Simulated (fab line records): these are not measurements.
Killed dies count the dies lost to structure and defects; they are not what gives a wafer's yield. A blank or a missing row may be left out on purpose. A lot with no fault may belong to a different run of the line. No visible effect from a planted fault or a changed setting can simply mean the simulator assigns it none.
Matching of chambers :: flow nand-harc :: NHARC_A_STAIRCASE_ETCH_292 on rie-diel-07: 4 sister chambers
The step etches the open film in CF4/CHF3. 22 wafers are shown with their chamber, then 11 later ones without.

## WAFERS WITH THEIR CHAMBER
wafer: L074.1
chamber: 0
showerhead-plenum-p-Torr (Torr): 1.52
drypump-motor-current-A (A): 6.5
rf-vpp-V (V): 367.4

wafer: L074.2
chamber: 1
showerhead-plenum-p-Torr (Torr): 1.49
drypump-motor-current-A (A): 5.7
rf-vpp-V (V): 366.7

wafer: L074.4
chamber: 2
showerhead-plenum-p-Torr (Torr): 1.64
drypump-motor-current-A (A): 5.7
rf-vpp-V (V): 371.9

wafer: L075.1
chamber: 1
showerhead-plenum-p-Torr (Torr): 1.49
drypump-motor-current-A (A): 5.7
rf-vpp-V (V): 369.6

wafer: L075.4
chamber: 3
showerhead-plenum-p-Torr (Torr): 1.61
drypump-motor-current-A (A): 6.4
rf-vpp-V (V): 371.2

wafer: L075.6
chamber: 0
showerhead-plenum-p-Torr (Torr): 1.51
drypump-motor-current-A (A): 6.5
rf-vpp-V (V): 368.8

wafer: L079.3
chamber: 3
showerhead-plenum-p-Torr (Torr): 1.61
drypump-motor-current-A (A): 6.3
rf-vpp-V (V): 370.9

wafer: L079.4
chamber: 2
showerhead-plenum-p-Torr (Torr): 1.64
drypump-motor-current-A (A): 5.7
rf-vpp-V (V): 373.7

wafer: L079.5
chamber: 1
showerhead-plenum-p-Torr (Torr): 1.49
drypump-motor-current-A (A): 5.8
rf-vpp-V (V): 368.3

wafer: L081.1
chamber: 1
showerhead-plenum-p-Torr (Torr): 1.48
drypump-motor-current-A (A): 5.7
rf-vpp-V (V): 368.1

wafer: L081.4
chamber: 2
showerhead-plenum-p-Torr (Torr): 1.64
drypump-motor-current-A (A): 5.8
rf-vpp-V (V): 371.7

wafer: L081.5
chamber: 3
showerhead-plenum-p-Torr (Torr): 1.60
drypump-motor-current-A (A): 6.4
rf-vpp-V (V): 371.3

wafer: L082.1
chamber: 3
showerhead-plenum-p-Torr (Torr): 1.60
drypump-motor-current-A (A): 6.4
rf-vpp-V (V): 372.2

wafer: L082.5
chamber: 0
showerhead-plenum-p-Torr (Torr): 1.51
drypump-motor-current-A (A): 6.6
rf-vpp-V (V): 368.5

wafer: L082.6
chamber: 3
showerhead-plenum-p-Torr (Torr): 1.60
drypump-motor-current-A (A): 6.4
rf-vpp-V (V): 371.5

wafer: L085.2
chamber: 2
showerhead-plenum-p-Torr (Torr): 1.64
drypump-motor-current-A (A): 5.8
rf-vpp-V (V): 371.6

wafer: L085.4
chamber: 1
showerhead-plenum-p-Torr (Torr): 1.48
drypump-motor-current-A (A): 5.7
rf-vpp-V (V): 366.5

wafer: L085.6
chamber: 3
showerhead-plenum-p-Torr (Torr): 1.60
drypump-motor-current-A (A): 6.4
rf-vpp-V (V): 371.9

wafer: L086.2
chamber: 2
showerhead-plenum-p-Torr (Torr): 1.63
drypump-motor-current-A (A): 5.7
rf-vpp-V (V): 372.4

wafer: L086.5
chamber: 3
showerhead-plenum-p-Torr (Torr): 1.60
drypump-motor-current-A (A): 6.4
rf-vpp-V (V): 371.5

wafer: L086.6
chamber: 2
showerhead-plenum-p-Torr (Torr): 1.63
drypump-motor-current-A (A): 5.7
rf-vpp-V (V): 374.0

wafer: L089.1
chamber: 3
showerhead-plenum-p-Torr (Torr): 1.60
drypump-motor-current-A (A): 6.4
rf-vpp-V (V): 370.3

SIGNATURES (means of the wafers above)
reading: showerhead-plenum-p-Torr
chamber 0: 1.5133
chamber 1: 1.4860
chamber 2: 1.6367
chamber 3: 1.6025
scatter within a chamber: 0.00511

reading: drypump-motor-current-A
chamber 0: 6.533
chamber 1: 5.720
chamber 2: 5.733
chamber 3: 6.388
scatter within a chamber: 0.0452

reading: rf-vpp-V
chamber 0: 368.233
chamber 1: 367.840
chamber 2: 372.550
chamber 3: 371.350
scatter within a chamber: 0.927
Rule: a wafer's distance from a chamber is the root of the sum, over the readings, of the square of ((its reading less the chamber's mean) divided by the reading's scatter). If the next closest chamber is less than 2 further off than the closest, the wafer can't be placed; otherwise it belongs to the closest. The scatter: the root of (the sum of the squares of (reading less its chamber's mean) over the shown wafers, divided by (wafers less chambers)).

## WAFERS WITH NO CHAMBER GIVEN
wafer: L089.4
showerhead-plenum-p-Torr (Torr): 1.60
drypump-motor-current-A (A): 6.4
rf-vpp-V (V): 371.9

wafer: L089.5
showerhead-plenum-p-Torr (Torr): 1.48
drypump-motor-current-A (A): 5.8
rf-vpp-V (V): 367.3

wafer: L090.1
showerhead-plenum-p-Torr (Torr): 1.48
drypump-motor-current-A (A): 5.8
rf-vpp-V (V): 369.1

wafer: L090.2
showerhead-plenum-p-Torr (Torr): 1.60
drypump-motor-current-A (A): 6.4
rf-vpp-V (V): 370.3

wafer: L090.5
showerhead-plenum-p-Torr (Torr): 1.48
drypump-motor-current-A (A): 5.7
rf-vpp-V (V): 366.5

wafer: L088.2
showerhead-plenum-p-Torr (Torr): 1.60
drypump-motor-current-A (A): 6.4
rf-vpp-V (V): 371.2

wafer: L088.4
showerhead-plenum-p-Torr (Torr): 1.50
drypump-motor-current-A (A): 6.5
rf-vpp-V (V): 368.7

wafer: L088.5
showerhead-plenum-p-Torr (Torr): 1.48
drypump-motor-current-A (A): 5.7
rf-vpp-V (V): 367.3

wafer: L097.3
showerhead-plenum-p-Torr (Torr): 1.50
drypump-motor-current-A (A): 6.5
rf-vpp-V (V): 367.4

wafer: L097.5
showerhead-plenum-p-Torr (Torr): 1.50
drypump-motor-current-A (A): 6.6
rf-vpp-V (V): 367.8

wafer: L097.6
showerhead-plenum-p-Torr (Torr): 1.59
drypump-motor-current-A (A): 6.4
rf-vpp-V (V): 370.2

## THE CHAMBER EACH PASSED THROUGH
wafer: L089.4
from the rows above: 3
in truth: 3

wafer: L089.5
from the rows above: 1
in truth: 1

wafer: L090.1
from the rows above: 1
in truth: 1

wafer: L090.2
from the rows above: 3
in truth: 3

wafer: L090.5
from the rows above: 1
in truth: 1

wafer: L088.2
from the rows above: 3
in truth: 3

wafer: L088.4
from the rows above: 0
in truth: 0

wafer: L088.5
from the rows above: 1
in truth: 1

wafer: L097.3
from the rows above: 0
in truth: 0

wafer: L097.5
from the rows above: 0
in truth: 0

wafer: L097.6
from the rows above: 3
in truth: 3
11 of 11 placed correctly. Left unplaced by these rows: 0. 0 placed wrongly.
